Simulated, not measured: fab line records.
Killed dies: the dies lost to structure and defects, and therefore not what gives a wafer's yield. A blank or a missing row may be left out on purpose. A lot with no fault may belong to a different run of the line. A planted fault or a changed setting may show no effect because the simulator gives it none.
Chamber matching    flow nand-harc    ald-hk-04 running NHARC_A_CHANNEL_FILL_D1_ALD_14: 4 sister chambers
The step deposits SiO2, target thk 2.5 nm, pulse time 10 s, ald cycles 25. 18 wafers are shown with their chamber, then 9 later ones without.

WAFERS, EACH WITH ITS CHAMBER
wafer   chamber  heater-power-w (W)  precursor-pulse-height-rel
L075.1  3        485                 0.976
L075.2  0        517                 0.987
L075.5  0        502                 0.988
L076.2  0        503                 0.995
L076.5  3        477                 1.015
L076.6  2        466                 1.008
L078.1  0        510                 0.969
L078.5  2        466                 1.004
L078.6  3        492                 0.999
L081.2  1        504                 1.005
L081.3  0        494                 1.002
L081.4  3        494                 1.019
L082.1  2        456                 1.010
L082.2  0        500                 0.982
L082.4  1        498                 1.027
L084.1  1        521                 1.020
L084.2  2        453                 0.970
L084.6  2        461                 0.961

SIGNATURES (means of the wafers above)
reading                     chamber 0  chamber 1  chamber 2  chamber 3  scatter within a chamber
heater-power-w              504.33     507.67     460.40     487.00     8.13
precursor-pulse-height-rel  0.98717    1.01733    0.99060    1.00225    0.0173
Rule: a wafer lies at a distance from a chamber equal to the root of the sum of squares, over the readings, of (its reading less the chamber's mean, divided by the reading's scatter). If the next closest chamber is less than 2 further off than the closest, the wafer can't be placed; otherwise it belongs to the closest. The scatter: the root of (the sum of the squares of (reading less its chamber's mean) over the shown wafers, divided by (wafers less chambers)).

WAFERS WHOSE CHAMBER IS MISSING
wafer   heater-power-w (W)  precursor-pulse-height-rel
L085.2  504                 0.991
L085.3  482                 0.994
L085.6  495                 1.006
L087.1  512                 1.021
L087.3  463                 1.002
L087.6  497                 1.000
L093.1  514                 0.995
L093.4  496                 1.014
L093.6  488                 1.015

CHAMBER TAKEN BY EACH
wafer   from the rows above           in truth
L085.2  can't be placed: 0 or 1 or 3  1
L085.3  can't be placed: 3 or 2 or 0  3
L085.6  can't be placed: 3 or 0 or 1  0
L087.1  can't be placed: 1 or 0       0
L087.3  2                             2
L087.6  can't be placed: 0 or 3 or 1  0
L093.1  can't be placed: 0 or 1       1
L093.4  can't be placed: 3 or 1 or 0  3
L093.6  can't be placed: 3 or 1 or 0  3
Correctly placed: 1 of 9. Unplaceable from these rows: 8, with the true chamber sitting among the candidates in 8. Wrongly placed: 0.
